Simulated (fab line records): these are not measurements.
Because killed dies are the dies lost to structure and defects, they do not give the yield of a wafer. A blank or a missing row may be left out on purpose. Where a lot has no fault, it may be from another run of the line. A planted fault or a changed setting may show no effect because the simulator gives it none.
fab line records | flow nand-harc
record lots=6 wafers=18 last-day=34
route steps=1302 shown P_GATE@144 END@1302
lots untouched by any fault: they come from a run of this same line in which no faults occurred
start-h: start of the lot's first displayed wafer, in hours after the record's first day | wait-h: how many hours have passed since the lot's step before this one | " same as the row above | L1.1+2: one row covering several wafers at once | - either no value or no given start | * or withheld: withheld | < > ~ a bound
route shown NAME@n: names a module that has steps shown in the file, with the first one's number in the route | usual: mean/standard deviation taken from wafers without a fault | same: alike in all rows | chamber/n: place in a boat | sites: per-site readings | _std_site: how widely they spread, as a standard deviation | _edge_site: the outer-site mean with the inner-site mean subtracted | radius-mm: for every site, how far away it sits from the centre of the wafer | mask NAME#n: copy n | behind: the last tool/chamber to shape the wafer | hold: why the lot was held/for how many hours/how that ended | device: the transistor (n, p or np) that didn't switch | end of line: the route-end tests of the same wafers | for a step that has no rows: nothing shown but its recipe | killed: dies that structure and defects cost at the first sort, which is not the same as the wafer's yield | map: a wafer's dies, x killed, . not, _ none there
set.NAME: the setting the step ran with; set.NAME@STEP: the setting that earlier step ran with | model.NAME: the simulator's own value behind a step, which no gauge read
a table for each step, a row for each wafer; lots at some steps of the route
services: from which hour (start-h, from the record's first day; less than 0 if before it) a tool's chamber was out of use, for how many hours, and why
## steps
# step NHARC_P_GATE_DESCUM_31
# recipe time-s=3 o2-flow-sccm=200 ar-flow-sccm=0 bias-power-w=0 chemistry=O2
# usual chamber-pressure-mTorr=60.00/0.057 drypump-motor-current-A=5.9/0.33 oes-product-au=0.994/0.0097 rf-vpp-V=57.9/0.95 showerhead-plenum-p-Torr=1.93/0.096 throttle-valve-pct=11.311/0.0093
# columns lot.wafer tool chamber start-h wait-h chamber-pressure-mTorr drypump-motor-current-A oes-product-au rf-hours-counter-h rf-vpp-V showerhead-plenum-p-Torr throttle-valve-pct
L637.4 rie-diel-12 0 108.44 0.1 60.00 6.0 1.001 1 57.4 1.81 11.302
L637.2 " 1 " " 60.09 6.2 0.990 1 57.4 1.82 11.316
L637.1 " 2 " " 60.02 5.6 0.979 1 58.4 1.93 11.317
L643.2 rie-diel-10 0 174.53 0.1 60.03 6.2 0.991 6 58.0 1.94 11.290
L643.5 " 0 " " 59.91 6.2 0.992 - 58.2 1.94 11.297
L643.6 " 1 " " 59.90 6.1 0.992 - 57.5 1.80 11.314
L653.4 rie-diel-04 2 268.67 0.1 60.05 5.7 0.988 3 58.1 1.97 11.318
L653.2 " 3 " " 59.92 6.5 1.000 3 57.8 2.06 11.301
L653.3 " 0 " " 60.03 5.5 0.992 4 57.6 1.97 11.302
L654.4 rie-diel-10 0 276.63 0.1 59.96 6.2 1.007 2 57.1 1.94 11.317
L654.3 " 3 " " 60.02 6.1 1.005 1 57.3 1.94 11.306
L654.6 " 0 " " 60.02 6.2 1.004 - 57.5 1.94 11.333
L658.2 rie-diel-12 2 319.67 0.1 59.96 5.6 0.991 1 58.6 1.93 11.312
L658.3 " 3 " " 60.00 5.8 1.012 2 56.0 1.78 11.321
L658.5 " 2 " " 59.99 5.6 0.995 - 59.2 1.93 11.316
L659.3 rie-diel-04 2 334.53 0.1 60.09 5.7 0.995 5 59.2 1.97 11.305
L659.4 " 0 " " 60.05 5.4 0.994 7 56.3 1.97 11.304
L659.6 " 1 " " 59.99 5.4 0.999 - 56.8 2.05 11.317
# step NHARC_P_GATE_ETCH_104
# recipe target-depth-a=600 time-s=withheld cf4-flow-sccm=100 chf3-flow-sccm=30 ar-flow-sccm=0 rf-w=500 bias-w=200 chemistry=CF4/CHF3
# usual chamber-pressure-mTorr=25.000/0.025 drypump-motor-current-A=5.9/0.32 oes-product-au=0.939/0.022 rf-fwd-power-W=491.3/2.8 rf-vpp-V=370.8/2.7 showerhead-plenum-p-Torr=1.58/0.074 throttle-valve-pct=16.802/0.0099
# columns lot.wafer tool chamber start-h wait-h chamber-pressure-mTorr drypump-motor-current-A oes-product-au rf-fwd-power-W rf-vpp-V showerhead-plenum-p-Torr throttle-valve-pct
L637.2 rie-diel-12 2 108.52 0.1 25.024 5.6 0.955 486.9 370.9 1.59 16.807
L637.4 " 0 " " 25.029 5.9 0.986 496.6 365.5 1.49 16.786
L637.1 " 1 " " 25.042 6.2 0.963 494.2 368.1 1.50 16.795
L643.2 rie-diel-10 3 174.63 0.1 25.003 6.1 0.912 488.6 369.5 1.59 16.799
L643.6 " 0 " " 24.986 6.2 0.925 491.5 370.7 1.59 16.793
L643.5 " 1 " " 24.953 6.1 0.915 494.2 366.7 1.49 16.806
L653.3 rie-diel-04 1 268.75 0.1 25.028 5.4 0.961 485.9 375.5 1.68 16.823
L653.2 " 2 " " 24.979 5.6 0.940 492.3 372.2 1.62 16.810
L653.4 " 3 " " 25.000 6.5 0.968 493.5 373.3 1.68 16.794
L654.4 rie-diel-10 3 276.71 0.1 25.014 6.1 0.960 488.7 371.3 1.59 16.795
L654.3 " 1 " " 24.990 6.1 0.927 494.8 366.6 1.48 16.806
L654.6 " 3 " " 24.981 6.1 0.951 486.7 370.8 1.59 16.798
L658.3 rie-diel-12 2 319.76 0.1 25.040 5.6 0.956 488.4 371.3 1.58 16.809
L658.2 " 0 " " 24.978 6.0 0.985 494.5 368.6 1.49 16.779
L658.5 " 3 " " 25.054 5.8 0.975 490.7 366.9 1.47 16.795
L659.3 rie-diel-04 1 334.61 0.1 25.005 5.4 0.924 490.9 373.8 1.68 16.804
L659.4 " 0 " " 25.016 5.5 0.926 493.8 372.3 1.62 16.792
L659.6 " 1 " " 24.988 5.4 0.925 486.9 373.2 1.68 16.794
# step NHARC_P_GATE_HM_OPEN_105
# recipe target-depth-a=3600 o2-flow-sccm=400 cos-flow-sccm=20 ar-flow-sccm=0 rf-w=500 bias-w=300 chemistry=O2/COS
# usual chamber-pressure-mTorr=19.999/0.019 drypump-motor-current-A=5.9/0.33 oes-product-au=0.994/0.01 rf-fwd-power-W=497.9/1.6 rf-vpp-V=467/3.2 showerhead-plenum-p-Torr=3.14/0.15 throttle-valve-pct=28.330/0.0089
# columns lot.wafer tool chamber start-h wait-h chamber-pressure-mTorr drypump-motor-current-A oes-product-au rf-fwd-power-W rf-hours-counter-h rf-vpp-V showerhead-plenum-p-Torr throttle-valve-pct
L637.2 rie-diel-12 2 - - 19.976 5.6 0.999 497.9 1 469 3.15 28.336
L637.1 " 0 " " 20.017 6.0 1.011 498.3 1 464 2.96 28.333
L637.4 " 1 " " 19.998 6.2 0.996 496.8 1 465 2.97 28.334
L643.2 rie-diel-10 2 - - 19.999 6.0 0.998 499.0 6 471 3.26 28.334
L643.6 " 3 " " 19.995 6.1 0.990 497.5 - 467 3.16 28.314
L643.5 " 0 " " 20.021 6.2 0.994 499.0 - 468 3.16 28.327
L653.4 rie-diel-04 3 - - 20.023 6.5 0.992 499.4 3 472 3.34 28.333
L653.2 " 0 " " 20.021 5.5 0.998 498.9 4 470 3.21 28.337
L653.3 " 2 " " 19.970 5.6 0.988 500.1 3 469 3.21 28.319
L654.4 rie-diel-10 2 - - 19.993 6.0 1.008 498.4 2 469 3.26 28.326
L654.3 " 3 " " 20.024 6.1 0.998 497.7 1 468 3.16 28.308
L654.6 " 2 " " 20.011 6.0 1.000 496.5 - 470 3.26 28.332
L658.2 rie-diel-12 2 - - 20.003 5.6 0.996 495.9 2 468 3.14 28.331
L658.3 " 3 " " 19.993 5.8 0.999 498.4 2 463 2.92 28.347
L658.5 " 2 " " 20.014 5.6 0.994 496.6 - 467 3.14 28.336
L659.4 rie-diel-04 3 - - 20.030 6.5 1.014 499.2 5 472 3.34 28.327
L659.3 " 2 " " 19.992 5.7 0.993 499.8 5 468 3.21 28.326
L659.6 " 3 " " 20.016 6.5 0.998 500.3 - 473 3.34 28.333
# step NHARC_P_GATE_STRIP_106
# recipe o2-flow-sccm=400 cos-flow-sccm=20 ar-flow-sccm=0 bias-w=0 chemistry=O2/COS
# step NHARC_P_GATE_ETCH_114
# recipe target-depth-a=300 overetch-a=30 time-s=16.5 ion-energy-ev=100 cf4-flow-sccm=80 o2-flow-sccm=20 ar-flow-sccm=0 rf-w=300 bias-w=100 chemistry=CF4/O2
# usual chamber-pressure-mTorr=30.000/0.028 drypump-motor-current-A=5.9/0.32 oes-product-au=0.995/0.0098 rf-fwd-power-W=293.5/1.6 rf-vpp-V=198.0/1.5 showerhead-plenum-p-Torr=1.34/0.066 throttle-valve-pct=13.397/0.0095
# columns lot.wafer tool chamber start-h wait-h chamber-pressure-mTorr drypump-motor-current-A oes-product-au rf-fwd-power-W rf-hours-counter-h rf-vpp-V showerhead-plenum-p-Torr throttle-valve-pct
L637.4 rie-diel-12 0 - - 29.988 5.9 1.015 295.2 1 197.3 1.27 13.391
L637.1 " 1 " " 29.994 6.2 0.984 297.3 1 195.9 1.27 13.393
L637.2 " 2 " " 29.988 5.6 0.979 291.1 1 199.0 1.35 13.403
L643.2 rie-diel-10 3 - - 30.015 6.1 0.993 294.1 6 198.8 1.35 13.382
L643.5 " 1 " " 29.948 6.1 0.992 294.2 - 196.1 1.26 13.400
L643.6 " 2 " " 29.966 6.0 1.005 292.2 - 200.6 1.40 13.398
L653.2 rie-diel-04 2 - - 30.000 5.6 0.973 292.0 3 198.4 1.37 13.373
L653.4 " 0 " " 30.004 5.5 0.999 294.0 4 197.9 1.37 13.409
L653.3 " 1 " " 30.003 5.4 1.011 292.4 4 201.4 1.43 13.397
L654.3 rie-diel-10 0 - - 29.984 6.2 1.008 292.6 2 198.1 1.35 13.391
L654.4 " 2 " " 29.973 6.0 1.013 291.0 2 199.0 1.39 13.395
L654.6 " 0 " " 30.038 6.2 1.005 292.3 - 199.0 1.35 13.394
L658.2 rie-diel-12 3 - - 30.011 5.8 0.997 291.7 2 196.4 1.24 13.405
L658.3 " 0 " " 29.998 6.0 1.013 296.1 2 196.8 1.26 13.393
L658.5 " 0 " " 30.023 6.0 1.024 296.7 - 194.9 1.26 13.391
L659.3 rie-diel-04 0 - - 29.959 5.4 0.995 295.1 7 197.8 1.37 13.403
L659.4 " 1 " " 30.030 5.4 0.992 293.2 7 200.5 1.43 13.402
L659.6 " 2 " " 29.950 5.7 0.985 291.7 - 198.3 1.37 13.412
# step NHARC_P_GATE_ETCH_32
# recipe target-depth-a=1500 over-etch-frac=1 over-etch-ion-energy-ev=40 time-s=100.1 hbr-flow-sccm=150 cl2-flow-sccm=50 rf-w=400 icp-w=400 bias-w=100 chemistry=HBr/Cl2
# step NHARC_P_GATE_STRIP_108
# recipe o2-flow-sccm=500 ar-flow-sccm=0 bias-w=0 chemistry=O2
# usual chamber-pressure-mTorr=60.00/0.063 drypump-motor-current-A=5.9/0.34 oes-product-au=0.996/0.0095 rf-vpp-V=58.0/0.92 showerhead-plenum-p-Torr=3.56/0.16 throttle-valve-pct=17.036/0.0092
# columns lot.wafer tool chamber start-h wait-h chamber-pressure-mTorr drypump-motor-current-A oes-product-au rf-hours-counter-h rf-vpp-V showerhead-plenum-p-Torr throttle-valve-pct
L637.1 rie-diel-04 3 109.07 - 59.94 6.5 1.008 7.1 57.9 3.78 17.034
L637.4 " 0 " " 59.97 5.5 0.990 7.9 59.3 3.63 17.036
L637.2 " 1 " " 59.93 5.4 1.000 7.6 57.9 3.77 17.031
L643.2 rie-diel-10 3 175.20 - 59.98 6.1 0.992 5.9 58.2 3.57 17.051
L643.6 " 0 " " 60.02 6.2 1.000 - 57.8 3.57 17.033
L643.5 " 1 " " 59.97 6.1 0.986 - 57.7 3.33 17.029
L653.4 rie-diel-04 0 269.28 - 60.12 5.5 0.985 4.2 59.0 3.62 17.024
L653.2 " 1 " " 59.96 5.4 1.002 4.1 57.9 3.77 17.036
L653.3 " 2 " " 60.00 5.7 0.989 2.9 57.9 3.63 17.039
L654.4 rie-diel-10 0 277.25 - 60.05 6.2 0.999 1.9 57.1 3.57 17.021
L654.3 " 1 " " 60.01 6.1 0.995 2.3 58.5 3.33 17.023
L654.6 " 0 " " 60.04 6.2 1.004 - 57.5 3.57 17.048
L658.3 rie-diel-04 3 320.31 - 59.99 6.5 0.994 4.4 58.1 3.77 17.032
L658.2 " 0 " " 60.02 5.5 0.997 5.6 58.0 3.62 17.041
L658.5 " 2 " " 59.99 5.7 0.990 - 59.0 3.63 17.034
L659.3 rie-diel-04 3 335.18 - 60.08 6.5 1.009 5.3 59.3 3.77 17.035
L659.4 " 1 " " 59.82 5.4 1.007 6.8 58.2 3.77 17.041
L659.6 " 2 " " 60.02 5.7 0.994 - 57.2 3.63 17.038
# step NHARC_P_GATE_CD_MEAS_33
# usual cd-nm=121.2/3
# columns lot.wafer tool chamber start-h wait-h cd-nm
L637.1 cd-sem-03 - 109.23 - 123.6
L637.2 " - " " 124.0
L637.4 " - " " 120.8
L643.2 cd-sem-02 - 175.34 - 123.2
L643.5 " - " " 117.7
L643.6 " - " " 124.7
L653.2 cd-sem-03 - 269.45 - 119.3
L653.3 " - " " 128.0
L653.4 " - " " 120.3
L654.3 cd-sem-01 - 277.43 - 122.5
L654.4 " - " " 125.7
L654.6 " - " " 122.5
L658.2 cd-sem-03 - 320.47 - 121.3
L658.3 " - " " 120.3
L658.5 " - " " 121.2
L659.3 cd-sem-02 - 335.34 - 122.7
L659.4 " - " " 119.9
L659.6 " - " " 117.6
# step NHARC_P_GATE_STRIP_35
# recipe time-s=600 temp-c=130 chemistry=SPM
# step NHARC_P_GATE_PRECLEAN_73
# recipe time-s=* temp-c=50 bath-age-min=0 chemistry=SC1
# step NHARC_P_GATE_SRD_74
# step NHARC_P_GATE_ALD_36
# recipe target-thk-a=200 pulse-time-s=60 ald-cycles=223 temp-c=400 material=SiNx
# step NHARC_P_GATE_ETCHBACK_37
# recipe target-depth-a=345 time-s=17.2 chf3-flow-sccm=50 o2-flow-sccm=10 ar-flow-sccm=200 rf-w=500 bias-w=200 chemistry=CHF3/O2
# usual chamber-pressure-mTorr=25.003/0.025 drypump-motor-current-A=5.96/0.3 o2-flow-sccm=10.000/0.03 oes-product-au=0.94/0.033 rf-fwd-power-W=489.4/2.6 rf-vpp-V=370.8/2.8 showerhead-plenum-p-Torr=2.41/0.11 throttle-valve-pct=20.572/0.0096
# columns lot.wafer tool chamber start-h wait-h chamber-pressure-mTorr drypump-motor-current-A o2-flow-sccm oes-product-au rf-fwd-power-W rf-hours-counter-h rf-vpp-V showerhead-plenum-p-Torr throttle-valve-pct
L637.2 rie-diel-12 2 119.17 - 25.003 5.61 9.980 0.92 486.0 1 371.8 2.42 20.562
L637.1 " 3 " " 24.942 5.76 10.046 0.92 486.3 2 368.1 2.24 20.581
L637.4 " 1 " " 25.000 6.19 9.996 0.95 493.9 1 367.3 2.28 20.571
L643.2 rie-diel-10 2 185.45 - 24.977 6.00 10.013 0.94 486.4 6 374.2 2.51 20.575
L643.5 " 0 " " 24.980 6.21 9.980 0.93 487.9 - 369.6 2.43 20.590
L643.6 " 1 " " 25.003 6.05 9.963 0.92 492.8 - 366.4 2.27 20.559
L653.3 rie-diel-10 1 279.39 - 25.013 6.09 10.072 0.92 487.4 2 367.9 2.26 20.557
L653.2 " 3 " " 24.994 6.12 10.055 0.93 487.9 2 371.3 2.43 20.583
L653.4 " 0 " " 25.025 6.18 7.975 0.93 491.4 2 370.9 2.42 20.506
L654.3 rie-diel-10 3 287.39 - 24.994 6.10 10.006 0.93 485.5 3 371.1 2.43 20.580
L654.4 " 1 " " 24.993 6.10 10.008 0.92 491.0 3 367.7 2.26 20.569
L654.6 " 0 " " 25.001 6.15 8.037 0.92 489.0 - 371.0 2.42 20.502
L658.2 rie-diel-12 0 330.47 - 25.041 5.97 10.017 0.93 493.4 2 368.3 2.27 20.570
L658.3 " 3 " " 25.031 5.73 9.979 0.93 487.6 2 367.3 2.24 20.579
L658.5 " 0 " " 24.990 5.95 9.997 0.92 493.5 - 368.5 2.27 20.579
L659.3 rie-diel-04 2 345.28 - 24.995 5.67 9.995 0.91 489.0 5 373.0 2.47 20.588
L659.4 " 0 " " 25.033 5.46 10.067 0.93 491.2 7 372.6 2.47 20.574
L659.6 " 3 " " 24.990 6.48 10.013 0.92 492.6 - 374.1 2.57 20.552
# step NHARC_P_GATE_STRIP_101
# recipe time-s=20 o2-flow-sccm=500 ar-flow-sccm=0 bias-w=0 chemistry=O2
# step NHARC_END_SORT_01
# recipe temp-c=25
# usual killed-at-array=55/17 killed-at-other=1.1/1.6 killed-at-periphery=3.8/2.5 killed-dies=60/18 killed-open=3.3/1.9 killed-short=2.5/1.7
# same gross-dies=677
# columns lot.wafer tool chamber start-h wait-h killed-at-array killed-at-other killed-at-periphery killed-dies killed-open killed-short
L653.2 prober-01 0 712.04 2.8 87 1 3 91 2 0
L653.3 prober-01 0 712.85 3.1 63 0 4 67 4 3
L653.4 prober-01 0 713.66 3.4 91 1 4 96 2 4
L654.3 prober-02 0 737.73 3.1 33 0 2 35 4 1
L654.4 prober-02 0 738.52 3.4 32 1 0 33 0 1
L654.6 prober-02 0 740.12 4.0 26 1 1 28 2 1
# killed by level:class
L653.2 A_CHANNEL_HOLE_D1:chamber-film-flake=31 A_SLIT:chamber-film-flake=28 A_CHANNEL_HOLE_D2:chamber-film-flake=13 A_STAIRCASE:chamber-film-flake=6 A_CONTACT:geometric-particle:open=2 P_GATE:chamber-film-flake=2 A_ZERO_WELL:chamber-film-flake=2 P_STI:chamber-film-flake=1
L653.3 A_CHANNEL_HOLE_D1:chamber-film-flake=23 A_SLIT:chamber-film-flake=18 A_CONTACT:chamber-film-flake=6 A_CHANNEL_HOLE_D2:chamber-film-flake=5 P_M2:chamber-film-flake=3 A_CHANNEL_FILL_D2:chamber-film-flake=2 A_STAIRCASE:chamber-film-flake=2 P_M2:geometric-particle:open=1
L653.4 A_CHANNEL_HOLE_D1:chamber-film-flake=30 A_SLIT:chamber-film-flake=30 A_CHANNEL_HOLE_D2:chamber-film-flake=10 A_STAIRCASE:chamber-film-flake=5 A_CONTACT:chamber-film-flake=5 A_WL_FILL:geometric-particle:short=2 P_STI:chamber-film-flake=2 P_M2:chamber-film-flake=2
L654.3 A_STAIRCASE:chamber-film-flake=13 A_CHANNEL_HOLE_D1:chamber-film-flake=7 A_SLIT:chamber-film-flake=4 A_WL_FILL:chamber-film-flake=2 A_ONON_D1:geometric-particle:short=1 A_CHANNEL_FILL_D1:geometric-particle:open=1 A_ONON_D2:geometric-particle:open=1 A_SLIT:geometric-particle:open=1
L654.4 A_STAIRCASE:chamber-film-flake=11 A_CHANNEL_HOLE_D1:chamber-film-flake=10 A_SLIT:chamber-film-flake=5 A_WL_FILL:chamber-film-flake=2 A_CONTACT:chamber-film-flake=2 A_ONON_D2:geometric-particle:short=1 A_DECK1_JOINT:chamber-film-flake=1 THIN_TSV:chamber-film-flake=1
L654.6 A_CHANNEL_HOLE_D1:chamber-film-flake=10 A_SLIT:chamber-film-flake=8 A_STAIRCASE:chamber-film-flake=3 A_CONTACT:chamber-film-flake=2 A_ONON_D2:geometric-particle:short=1 A_BLC:geometric-particle:open=1 A_M1:geometric-particle:open=1 P_STI:chamber-film-flake=1
## services
# columns tool chamber start-h hours kind
rie-diel-04 1 86.24 1.5 repair
rie-diel-12 - 91.40 9.0 pm
rie-diel-10 0 99.00 - clean
rie-diel-10 1 99.00 - clean
rie-diel-10 2 99.00 - clean
rie-diel-10 3 99.00 - clean
rie-diel-04 0 108.04 - clean
rie-diel-04 1 108.04 - clean
rie-diel-04 2 108.04 - clean
rie-diel-04 3 108.04 - clean
rie-diel-04 - 115.13 0.1 repair
rie-diel-10 0 123.50 - clean
rie-diel-10 1 123.50 - clean
rie-diel-10 2 123.50 - clean
rie-diel-10 3 123.50 - clean
rie-diel-04 0 132.54 - clean
rie-diel-12 3 135.05 6.8 repair
rie-diel-12 3 174.38 8.2 repair
rie-diel-04 - 177.90 9.0 pm
rie-diel-10 - 242.50 9.0 pm
rie-diel-12 - 268.40 9.0 pm
rie-diel-04 - 317.41 0.2 repair
rie-diel-12 1 339.26 4.1 repair
rie-diel-10 1 344.52 9.5 repair
## key
first-sign step=NHARC_P_GATE_ETCHBACK_37 reading=o2-flow-sccm direction=down sigmas=67 usual=* struck=*
effect step=NHARC_P_GATE_ETCHBACK_37 reading=throttle-valve-pct direction=down sigmas=7.1 usual=20.572 struck=20.504
met-at NHARC_P_GATE_ETCHBACK_37
struck-wafers L653.4,L654.6
tester-left-out L653,L654
onset-between 185.45 279.39
fault kind=process-parameter-drift tool=rie-diel-10 chamber=0 onset-h=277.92 steps=NHARC_P_GATE_ETCHBACK_37 channel=o2-flow-sccm offset=* shape=step end-h=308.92 acts-in=* stated=*
# tester-left-out: of these lots the tester's yield and bins aren't shown, on N5 and GAA mostly nor the transistor test; their killed dies are dies lost to structure and defects alone, not to doping, threshold or leakage, so they don't give the yield
